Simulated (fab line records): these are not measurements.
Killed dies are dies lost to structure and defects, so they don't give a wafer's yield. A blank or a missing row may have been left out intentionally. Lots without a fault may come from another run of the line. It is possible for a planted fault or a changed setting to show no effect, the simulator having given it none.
Split-lot trial || flow n5 finfet || 21 wafers read across 7 lots, on a route 1938 steps long

== THE SPLIT ITSELF ==
At N5_FIN_SAQP_COAT_68 (time 60 s, resist thk 100 nm), the setting spin rpm was moved away from the recipe's 1500 rpm on 8 of the 21 wafers read, by -6.7% to +9.3%. This setting was run at the recipe's value on the other wafers.

Reading taken at the split's own step.

== THE READING ==
SOC_of_FIN_SAQP_COAT_68.thk nm (the simulator's own value, which no gauge read), in nm, at N5_FIN_SAQP_COAT_68 (time 60 s, resist thk 100 nm). The file gives no usual value for it. The 13 wafers here that ran the recipe average 99.9 nm, standard deviation 0.25 nm.

{"wafer": "L074.1", "tool, chamber at the split": "litho track-02, 0", "spin rpm as run, rpm": 1500, "against the recipe": "recipe", "SOC_of_FIN_SAQP_COAT_68.thk nm, nm": 99.8, "against lot-mates on the recipe": "-"}
{"wafer": "L074.5", "tool, chamber at the split": "litho track-02, 0", "spin rpm as run, rpm": 1500, "against the recipe": "recipe", "SOC_of_FIN_SAQP_COAT_68.thk nm, nm": 99.8, "against lot-mates on the recipe": "-"}
{"wafer": "L074.6", "tool, chamber at the split": "litho track-02, 0", "spin rpm as run, rpm": 1500, "against the recipe": "recipe", "SOC_of_FIN_SAQP_COAT_68.thk nm, nm": 100, "against lot-mates on the recipe": "-"}
{"wafer": "L079.2", "tool, chamber at the split": "litho track-05, 0", "spin rpm as run, rpm": 1401, "against the recipe": "-6.6%", "SOC_of_FIN_SAQP_COAT_68.thk nm, nm": 103.2, "against lot-mates on the recipe": "+3.6"}
{"wafer": "L079.3", "tool, chamber at the split": "litho track-05, 0", "spin rpm as run, rpm": 1401, "against the recipe": "-6.6%", "SOC_of_FIN_SAQP_COAT_68.thk nm, nm": 103.2, "against lot-mates on the recipe": "+3.6"}
{"wafer": "L079.5", "tool, chamber at the split": "litho track-05, 0", "spin rpm as run, rpm": 1500, "against the recipe": "recipe", "SOC_of_FIN_SAQP_COAT_68.thk nm, nm": 99.6, "against lot-mates on the recipe": "-"}
{"wafer": "L082.1", "tool, chamber at the split": "litho track-02, 0", "spin rpm as run, rpm": 1500, "against the recipe": "recipe", "SOC_of_FIN_SAQP_COAT_68.thk nm, nm": 100.4, "against lot-mates on the recipe": "-"}
{"wafer": "L082.2", "tool, chamber at the split": "litho track-02, 0", "spin rpm as run, rpm": 1399, "against the recipe": "-6.7%", "SOC_of_FIN_SAQP_COAT_68.thk nm, nm": 104, "against lot-mates on the recipe": "+3.6"}
{"wafer": "L082.3", "tool, chamber at the split": "litho track-02, 0", "spin rpm as run, rpm": 1399, "against the recipe": "-6.7%", "SOC_of_FIN_SAQP_COAT_68.thk nm, nm": 104.6, "against lot-mates on the recipe": "+4.2"}
{"wafer": "L084.2", "tool, chamber at the split": "litho track-02, 0", "spin rpm as run, rpm": 1639, "against the recipe": "+9.3%", "SOC_of_FIN_SAQP_COAT_68.thk nm, nm": 96, "against lot-mates on the recipe": -4.1}
{"wafer": "L084.3", "tool, chamber at the split": "litho track-02, 0", "spin rpm as run, rpm": 1500, "against the recipe": "recipe", "SOC_of_FIN_SAQP_COAT_68.thk nm, nm": 100.2, "against lot-mates on the recipe": "-"}
{"wafer": "L084.5", "tool, chamber at the split": "litho track-02, 0", "spin rpm as run, rpm": 1500, "against the recipe": "recipe", "SOC_of_FIN_SAQP_COAT_68.thk nm, nm": 100, "against lot-mates on the recipe": "-"}
{"wafer": "L086.1", "tool, chamber at the split": "litho track-01, 0", "spin rpm as run, rpm": 1500, "against the recipe": "recipe", "SOC_of_FIN_SAQP_COAT_68.thk nm, nm": 99.4, "against lot-mates on the recipe": "-"}
{"wafer": "L086.2", "tool, chamber at the split": "litho track-01, 0", "spin rpm as run, rpm": 1567, "against the recipe": "+4.5%", "SOC_of_FIN_SAQP_COAT_68.thk nm, nm": 97.4, "against lot-mates on the recipe": -2.0}
{"wafer": "L086.6", "tool, chamber at the split": "litho track-01, 0", "spin rpm as run, rpm": 1567, "against the recipe": "+4.5%", "SOC_of_FIN_SAQP_COAT_68.thk nm, nm": 97.4, "against lot-mates on the recipe": -2.0}
{"wafer": "L091.1", "tool, chamber at the split": "litho track-02, 0", "spin rpm as run, rpm": 1500, "against the recipe": "recipe", "SOC_of_FIN_SAQP_COAT_68.thk nm, nm": 100, "against lot-mates on the recipe": "-"}
{"wafer": "L091.3", "tool, chamber at the split": "litho track-02, 0", "spin rpm as run, rpm": 1559, "against the recipe": "+3.9%", "SOC_of_FIN_SAQP_COAT_68.thk nm, nm": 97.8, "against lot-mates on the recipe": -2.3}
{"wafer": "L091.5", "tool, chamber at the split": "litho track-02, 0", "spin rpm as run, rpm": 1500, "against the recipe": "recipe", "SOC_of_FIN_SAQP_COAT_68.thk nm, nm": 100.2, "against lot-mates on the recipe": "-"}
{"wafer": "L095.1", "tool, chamber at the split": "litho track-01, 0", "spin rpm as run, rpm": 1500, "against the recipe": "recipe", "SOC_of_FIN_SAQP_COAT_68.thk nm, nm": 100, "against lot-mates on the recipe": "-"}
{"wafer": "L095.2", "tool, chamber at the split": "litho track-01, 0", "spin rpm as run, rpm": 1500, "against the recipe": "recipe", "SOC_of_FIN_SAQP_COAT_68.thk nm, nm": 100, "against lot-mates on the recipe": "-"}
{"wafer": "L095.4", "tool, chamber at the split": "litho track-01, 0", "spin rpm as run, rpm": 1500, "against the recipe": "recipe", "SOC_of_FIN_SAQP_COAT_68.thk nm, nm": 99.8, "against lot-mates on the recipe": "-"}

THE FIT
A straight line over all 21 wafers: SOC_of_FIN_SAQP_COAT_68.thk nm changes by -0.53 nm for each +1% of spin rpm; r = -0.98; the points scatter about the line by 0.41 nm.
The same after taking each lot's own level away (the mean of its wafers on the recipe; 21 wafers): -0.515 nm for each +1%; r = -0.99; scatter 0.25 nm.
That fit puts the effect of the largest move of spin rpm on the reading at 4.8 nm.
Across the lots, their own levels run from 99.40 to 100.40 nm, a range of 4.0 times the standard deviation given above.
The two slopes are in agreement: the lot-to-lot level therefore moves the slope only a little.
Check: with one of the wafers moved furthest among these (+9.3%) left out of the fit, the line predicts -4.95 nm for it against its lot-mates. Against them it came out at -4.1 nm.

== ADDITIONAL SPLITS CARRIED BY THESE WAFERS ==
These wafers also went through other splits before the reading. Each is held against what the fit with the lots' levels taken away leaves over:
{"other split on the same wafers": "N5_ZERO_LAYER_PECVD_02 time s", "wafers away from the commonest value": 10, "r with SOC_of_FIN_SAQP_COAT_68.thk nm (lot level and that fit taken away)": "+0.30"}
{"other split on the same wafers": "N5_ZERO_LAYER_EXPOSE_08 dose mj", "wafers away from the commonest value": 9, "r with SOC_of_FIN_SAQP_COAT_68.thk nm (lot level and that fit taken away)": -0.21}
{"other split on the same wafers": "N5_FIN_SAQP_SPACER1_ALD_24 temp c", "wafers away from the commonest value": 7, "r with SOC_of_FIN_SAQP_COAT_68.thk nm (lot level and that fit taken away)": "+0.16"}

== THE FILE'S OWN FIT ==
SOC_of_FIN_SAQP_COAT_68.thk nm changes by -0.504 nm for each +1% of spin rpm, r = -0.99.
